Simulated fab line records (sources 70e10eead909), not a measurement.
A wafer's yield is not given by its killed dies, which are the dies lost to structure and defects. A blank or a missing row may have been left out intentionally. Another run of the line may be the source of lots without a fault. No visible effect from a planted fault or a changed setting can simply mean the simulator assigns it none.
Matching of chambers | flow nand-harc | rie-diel-11 running NHARC_A_STAIRCASE_DESCUM_168: 4 sister chambers
The step chemistry O2, time 3 s. 8 wafers are shown with their chamber, then 8 later ones without.

== EACH WAFER AND ITS CHAMBER ==
wafer  | chamber | drypump-motor-current-A (A) | showerhead-plenum-p-Torr (Torr)
L082.5 | 1       | 6.4                         | 1.95
L088.2 | 0       | 5.3                         | 2.03
L088.3 | 2       | 5.5                         | 1.82
L088.6 | 3       | 6.3                         | 1.96
L089.2 | 2       | 5.5                         | 1.82
L089.3 | 1       | 6.3                         | 1.94
L089.4 | 3       | 6.3                         | 1.96
L094.1 | 0       | 5.3                         | 2.02

== WAFERS WITHOUT THEIR CHAMBER ==
wafer  | drypump-motor-current-A (A) | showerhead-plenum-p-Torr (Torr)
L094.3 | 6.3                         | 1.94
L094.6 | 6.3                         | 1.94
L096.2 | 5.3                         | 2.02
L096.4 | 5.5                         | 1.82
L096.5 | 6.3                         | 1.95
L097.1 | 5.3                         | 2.02
L097.3 | 6.4                         | 1.94
L097.5 | 5.3                         | 2.02

== WHICH CHAMBER EACH WENT THROUGH ==
wafer  | from the rows above     | in truth
L094.3 | 1                       | 1
L094.6 | 1                       | 1
L096.2 | 0                       | 0
L096.4 | 2                       | 2
L096.5 | can't be placed: 1 or 3 | 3
L097.1 | 0                       | 0
L097.3 | 1                       | 1
L097.5 | 0                       | 0
Correct placement for 7 of the 8. Unplaceable from these rows: 1, with the true chamber sitting among the candidates in 1. 0 placed wrongly.
How it was worked out, from the rows above alone: a wafer's distance from a chamber is the root of the sum, over the readings, of the square of ((its reading less the chamber's mean) divided by the reading's scatter). If the next closest chamber is less than 2 further off than the closest, the wafer can't be placed; otherwise it belongs to the closest. A chamber's mean is the mean of its shown wafers. The scatter: take each reading less its chamber's mean, square it, sum over the shown wafers, divide by the number of wafers less the number of chambers, and take the root.
